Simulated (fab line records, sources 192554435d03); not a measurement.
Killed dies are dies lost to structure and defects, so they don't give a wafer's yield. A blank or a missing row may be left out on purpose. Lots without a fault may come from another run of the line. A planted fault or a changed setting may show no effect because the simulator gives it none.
Split-lot experiment | flow n5_finfet | 7 lots, 21 wafers read, on a route of 1938 steps

THE SPLIT
At N5_HKMG_FIN_PEB_10 (peb time 60 s), the setting peb_time_s was moved away from the recipe's 60 s on 4 of the 21 wafers read, by -10.5% to +20.3%. The other wafers ran this setting at the recipe's value.

FROM THE SPLIT TO THE READING: what the file shows between them, 1 step
- N5_HKMG_FIN_DEVELOP_11: develop time 30 s

THE READING
cd_nm, in nm, at N5_HKMG_FIN_CD_MEAS_12 (target cd 92.8 nm). Fault-free wafers of this fab line usually give 92.6 nm, standard deviation 0.82 nm.

wafer  | tool, chamber at the split | peb_time_s as run, s | against the recipe | cd_nm, nm | against lot-mates on the recipe
L076.1 | litho_track-03, 0          | 60                   | recipe             | 91.6      | -
L076.4 | litho_track-03, 0          | 60                   | recipe             | 91.4      | -
L076.6 | litho_track-03, 0          | 60                   | recipe             | 92.2      | -
L079.1 | litho_track-05, 0          | 53.73                | -10.5%             | 88.3      | -4.5
L079.3 | litho_track-05, 0          | 53.73                | -10.5%             | 89.2      | -3.6
L079.6 | litho_track-05, 0          | 60                   | recipe             | 92.8      | -
L080.1 | litho_track-02, 0          | 60                   | recipe             | 93.8      | -
L080.3 | litho_track-02, 0          | 60                   | recipe             | 92.6      | -
L080.4 | litho_track-02, 0          | 60                   | recipe             | 94.2      | -
L082.2 | litho_track-03, 0          | 60                   | recipe             | 92.2      | -
L082.3 | litho_track-03, 0          | 60                   | recipe             | 91.7      | -
L082.5 | litho_track-03, 0          | 60                   | recipe             | 93.1      | -
L086.2 | litho_track-03, 0          | 60                   | recipe             | 92.3      | -
L086.3 | litho_track-03, 0          | 60                   | recipe             | 91.9      | -
L086.5 | litho_track-03, 0          | 60                   | recipe             | 92.1      | -
L089.2 | litho_track-02, 0          | 72.18                | +20.3%             | 98.1      | +5.3
L089.4 | litho_track-02, 0          | 60                   | recipe             | 92.7      | -
L089.6 | litho_track-02, 0          | 60                   | recipe             | 92.8      | -
L090.1 | litho_track-03, 0          | 60                   | recipe             | 92.6      | -
L090.5 | litho_track-03, 0          | 56.5                 | -5.8%              | 90.1      | -2.8
L090.6 | litho_track-03, 0          | 60                   | recipe             | 93.3      | -

THE FIT
A straight line over all 21 wafers: cd_nm changes by +0.309 nm for each +1% of peb_time_s; r = +0.92; the points scatter about the line by 0.76 nm.
The same after taking each lot's own level away (the mean of its wafers on the recipe; 21 wafers): +0.314 nm for each +1%; r = +0.96; scatter 0.57 nm.
On that fit, the largest move of peb_time_s shifts the reading by 6.4 nm.
The lots' own levels span 91.73 to 93.53 nm, that is 2.2 times the standard deviation above.
So the lot-to-lot level changes the slope little: the two slopes agree.
Check: with one of the wafers moved furthest among these (+20.3%) left out of the fit, the line predicts +8.1 nm for it against its lot-mates. It came out at +5.35 nm against them.

OTHER SPLITS ON THESE WAFERS
These wafers also went through other splits before the reading. Each is held against what the fit with the lots' levels taken away leaves over:
other split on the same wafers | wafers away from the commonest value | r with cd_nm (lot level and that fit taken away)
N5_SD_EPI_P_PEB_07 peb_time_s  | 7                                    | -0.30
N5_SDB_COAT_04 spin_rpm        | 5                                    | -0.10
N5_SDB_COAT_05 spin_rpm        | 6                                    | -0.15

THE FILE'S OWN FIT
cd_nm changes by +0.3 nm for each +1% of peb_time_s, r = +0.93.
